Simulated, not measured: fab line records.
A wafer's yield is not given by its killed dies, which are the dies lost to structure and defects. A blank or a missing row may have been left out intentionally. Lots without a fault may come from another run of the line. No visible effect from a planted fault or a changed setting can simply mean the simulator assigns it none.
Matching of chambers + flow n5_finfet + 4 sister chambers for N5_BEOL_M4_STRIP_66 on rie_diel-03
The step strips in CF4. 18 wafers are shown with their chamber, then 9 later ones without.

## WAFERS WITH THEIR CHAMBER
| wafer  | chamber | drypump_motor_current_A (A) | throttle_valve_pct (%) | oes_product_au (a.u.) |
|--------|---------|-----------------------------|------------------------|-----------------------|
| L080.2 | 3       | 6.3                         | 13.79                  | 0.68                  |
| L080.3 | 0       | 5.8                         | 13.41                  | 0.85                  |
| L080.6 | 0       | 5.8                         | 13.41                  | 0.84                  |
| L082.1 | 2       | 6.6                         | 13.35                  | 0.82                  |
| L082.3 | 0       | 5.8                         | 13.41                  | 0.84                  |
| L082.6 | 0       | 5.8                         | 13.40                  | 0.85                  |
| L081.1 | 0       | 5.7                         | 13.42                  | 0.84                  |
| L081.3 | 1       | 5.1                         | 13.71                  | 0.70                  |
| L081.6 | 0       | 5.8                         | 13.41                  | 0.85                  |
| L087.1 | 1       | 5.1                         | 13.73                  | 0.69                  |
| L087.3 | 0       | 5.8                         | 13.43                  | 0.83                  |
| L087.5 | 1       | 5.1                         | 13.73                  | 0.69                  |
| L088.1 | 3       | 6.3                         | 13.82                  | 0.68                  |
| L088.2 | 1       | 5.1                         | 13.72                  | 0.69                  |
| L088.4 | 2       | 6.6                         | 13.37                  | 0.80                  |
| L091.4 | 1       | 5.2                         | 13.76                  | 0.68                  |
| L091.5 | 3       | 6.3                         | 13.84                  | 0.67                  |
| L091.6 | 2       | 6.6                         | 13.38                  | 0.80                  |

SIGNATURES (means of the wafers above)
| reading                 | chamber 0 | chamber 1 | chamber 2 | chamber 3 | scatter within a chamber |
|-------------------------|-----------|-----------|-----------|-----------|--------------------------|
| drypump_motor_current_A | 5.786     | 5.120     | 6.600     | 6.300     | 0.0344                   |
| throttle_valve_pct      | 13.4129   | 13.7300   | 13.3667   | 13.8167   | 0.0162                   |
| oes_product_au          | 0.8429    | 0.6900    | 0.8067    | 0.6767    | 0.00791                  |
Rule: for a wafer and a chamber, the distance is found by dividing, reading by reading, the gap between the wafer's reading and the chamber's mean by the reading's scatter, squaring, summing and taking the root. The wafer belongs to the nearest chamber; if the next one is less than 2 further off, it can't be placed. The scatter: take each reading less its chamber's mean, square it, sum over the shown wafers, divide by the number of wafers less the number of chambers, and take the root.

## WAFERS WITH NO CHAMBER GIVEN
| wafer  | drypump_motor_current_A (A) | throttle_valve_pct (%) | oes_product_au (a.u.) |
|--------|-----------------------------|------------------------|-----------------------|
| L092.1 | 6.6                         | 13.43                  | 0.79                  |
| L092.2 | 6.3                         | 13.84                  | 0.67                  |
| L092.4 | 6.6                         | 13.41                  | 0.79                  |
| L096.1 | 6.6                         | 13.44                  | 0.78                  |
| L096.5 | 6.6                         | 13.43                  | 0.78                  |
| L096.6 | 6.3                         | 13.85                  | 0.66                  |
| L097.1 | 6.3                         | 13.87                  | 0.66                  |
| L097.2 | 6.6                         | 13.42                  | 0.79                  |
| L097.6 | 6.6                         | 13.45                  | 0.78                  |

## WHICH CHAMBER EACH WENT THROUGH
| wafer  | from the rows above | in truth |
|--------|---------------------|----------|
| L092.1 | 2                   | 2        |
| L092.2 | 3                   | 3        |
| L092.4 | 2                   | 2        |
| L096.1 | 2                   | 2        |
| L096.5 | 2                   | 2        |
| L096.6 | 3                   | 3        |
| L097.1 | 3                   | 3        |
| L097.2 | 2                   | 2        |
| L097.6 | 2                   | 2        |
Correct placement for 9 of the 9. Number that these rows cannot place: 0. Number placed wrongly: 0.
